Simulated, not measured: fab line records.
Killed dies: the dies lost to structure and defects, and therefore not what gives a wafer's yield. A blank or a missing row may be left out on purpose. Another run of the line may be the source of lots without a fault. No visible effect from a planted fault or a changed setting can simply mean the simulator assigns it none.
Which tool was responsible? -- flow n5Finfet -- Sampling: 24 lots, 72 wafers, 2 of 1938 route steps

## WHAT THE GAUGES SHOWED, per wafer
N5_BEOL_M5_INSPECT_30: inspects for defects (brightfield). Usual: 409 for rawDefectCount, sd 99.
lot,measured,on,rawDefectCount,flag
L074,day 8 06:44,defectInspect-01,531 300 330,
L075,day 8 06:57,defectInspect-02,357 397 451,
L076,day 8 13:37,defectInspect-02,392 594 549,
L077,day 9 04:45,defectInspect-01,205 207 243,
L078,day 9 13:38,defectInspect-02,521 407 464,
L079,day 9 15:42,defectInspect-01,325 312 334,
L080,day 9 20:25,defectInspect-02,389 301 368,
L081,day 9 22:31,defectInspect-02,466 509 458,
L082,day 10 11:23,defectInspect-02,558 407 449,
L083,day 10 21:26,defectInspect-02,351 295 264,
L085,day 11 00:27,defectInspect-02,306 414 410,
L084,day 11 04:10,defectInspect-01,481 554 419,
L086,day 11 05:44,defectInspect-02,274 326 329,
L087,day 11 06:29,defectInspect-01,397 458 401,
L088,day 11 11:33,defectInspect-02,369 555 445,
L089,day 12 18:17,defectInspect-01,340 337 354,
L091,day 12 17:54,defectInspect-02,652 439 451,
L090,day 12 18:07,defectInspect-02,351 343 465,
L093,day 13 00:24,defectInspect-02,453 514 294,
L092,day 13 00:27,defectInspect-02,509 405 390,
L094,day 13 15:13,defectInspect-02,267 366 356,
L095,day 13 20:26,defectInspect-02,435 372 527,
L096,day 13 23:49,defectInspect-02,512 641 508,
L097,day 14 04:09,defectInspect-01,472 422 407,

## WHAT TOOL EACH LOT RAN ON (gives the tool, then ch and the chambers of the sampled wafers, and finally the start)
lot,N5_BEOL_M5_DESCUM_16
L074,"rieDiel-04 ch 0,2,3, day 7 23:48"
L075,"rieDiel-01 ch 1,3, day 8 03:07"
L076,"rieDiel-01 ch 0,1,3, day 8 06:38"
L077,"rieDiel-04 ch 1,2, day 9 03:43"
L078,"rieDiel-05 ch 1,3, day 9 12:22"
L079,"rieDiel-01 ch 0,2,3, day 9 13:01"
L080,"rieDiel-05 ch 2,3, day 9 16:18"
L081,"rieDiel-04 ch 1,2, day 9 21:32"
L082,"rieDiel-01 ch 0,1,2, day 10 10:12"
L083,"rieDiel-01 ch 0,3, day 10 19:10"
L085,"rieDiel-04 ch 2,3, day 10 23:03"
L084,"rieDiel-04 ch 1,2, day 11 01:43"
L086,"rieDiel-05 ch 1,2,3, day 11 04:48"
L087,"rieDiel-04 ch 1,3, day 11 05:20"
L088,"rieDiel-04 ch 1,2,3, day 11 10:04"
L089,"rieDiel-04 ch 0,1, day 12 16:35"
L091,"rieDiel-05 ch 0,1,2, day 12 16:41"
L090,"rieDiel-05 ch 0,1,2, day 12 16:55"
L093,"rieDiel-01 ch 0,2,3, day 12 19:49"
L092,"rieDiel-05 ch 0,1,2, day 12 19:50"
L094,"rieDiel-04 ch 0,1,3, day 13 14:23"
L095,"rieDiel-01 ch 2,3, day 13 16:11"
L096,"rieDiel-05 ch 1,2, day 13 22:00"
L097,"rieDiel-04 ch 0,1,2, day 14 01:16"
- N5_BEOL_M5_DESCUM_16: chemistry O2, time 7 s.

## AS READ BY THE TOOLS THEMSELVES (means over the sampled wafers that have a number; for cases with no such wafer, the mark the record gives instead)
N5_BEOL_M5_DESCUM_16. Usual: for biasPowerW, 19.99 W with a standard deviation of 0.058; for drypumpMotorCurrentA, 5.8 A with a standard deviation of 0.51; for oesProductAu, 0.80 a.u. with a standard deviation of 0.082; for rfFwdPowerW, 49.31 W with a standard deviation of 0.25; for rfVppV, 243.1 V with a standard deviation of 1.2; for showerheadPlenumPTorr, 2.09 Torr with a standard deviation of 0.066; for throttleValvePct, 20.43 % with a standard deviation of 0.29.
lot,tool,biasPowerW (W),drypumpMotorCurrentA (A),oesProductAu (a.u.),rfFwdPowerW (W),rfVppV (V),showerheadPlenumPTorr (Torr),throttleValvePct (%),flag
L074,rieDiel-04,19.95,6.1,0.71,49.14,243.7,2.09,20.51,
L075,rieDiel-01,20.06,5.4,0.86,49.38,244.2,2.13,20.23,
L076,rieDiel-01,20.01,5.8,0.86,49.08,243.1,2.16,20.34,
L077,rieDiel-04,20.02,5.9,0.77,49.37,242.7,2.08,20.56,
L078,rieDiel-05,19.94,6.0,0.76,49.36,241.9,2.03,20.74,
L079,rieDiel-01,20.02,5.7,0.87,49.28,243.7,2.13,20.48,
L080,rieDiel-05,20.01,5.9,0.78,49.18,243.9,2.09,20.60,
L081,rieDiel-04,19.96,5.9,0.76,49.46,242.5,2.07,20.56,
L082,rieDiel-01,20.02,5.9,0.87,49.18,243.3,2.13,20.28,
L083,rieDiel-01,19.96,5.7,0.84,49.38,244.2,2.16,20.55,
L085,rieDiel-04,19.98,5.8,0.89,48.98,243.1,2.08,20.12,
L084,rieDiel-04,19.98,6.2,0.74,49.70,242.0,2.03,20.65,
L086,rieDiel-05,19.97,5.8,0.75,49.30,241.9,2.06,20.60,
L087,rieDiel-04,19.97,5.5,0.83,49.25,243.0,2.12,20.29,
L088,rieDiel-04,20.05,5.8,0.81,49.19,243.1,2.08,20.36,
L089,rieDiel-04,20.02,6.2,0.90,49.44,243.8,2.12,20.32,
L091,rieDiel-05,19.97,5.6,0.74,49.49,243.2,2.08,20.41,
L090,rieDiel-05,19.94,5.5,0.74,49.47,243.8,2.08,20.41,
L093,rieDiel-01,19.99,5.7,0.84,49.29,243.4,2.12,20.51,
L092,rieDiel-05,20.01,5.6,0.74,49.25,242.6,2.08,20.41,
L094,rieDiel-04,19.98,5.8,0.86,49.34,243.5,2.12,20.22,
L095,rieDiel-01,19.96,5.3,0.85,49.38,242.8,2.07,20.53,
L096,rieDiel-05,19.99,5.6,0.71,49.62,241.7,2.02,20.61,
L097,rieDiel-04,20.02,6.2,0.80,49.40,242.3,2.07,20.51,

## THE ANSWER, worked out from the rows above alone
Rule: a lot is off if the mean of its wafers that have a number lies more than 3 standard deviations from the usual mean. A lot without any number at a reading at which 4 lots or more have one is off too. The other lots that the step has rows for count as sound. First the gauges in route order, then the tools' own readings, where a lot's mean is used as printed above. At the first step where some lot is off, the reading lying furthest off is the one used; lots without a number count as furthest.
None of the lots is off at any reading shown; this tells nothing.

## WHAT THE SIMULATOR PUT IN
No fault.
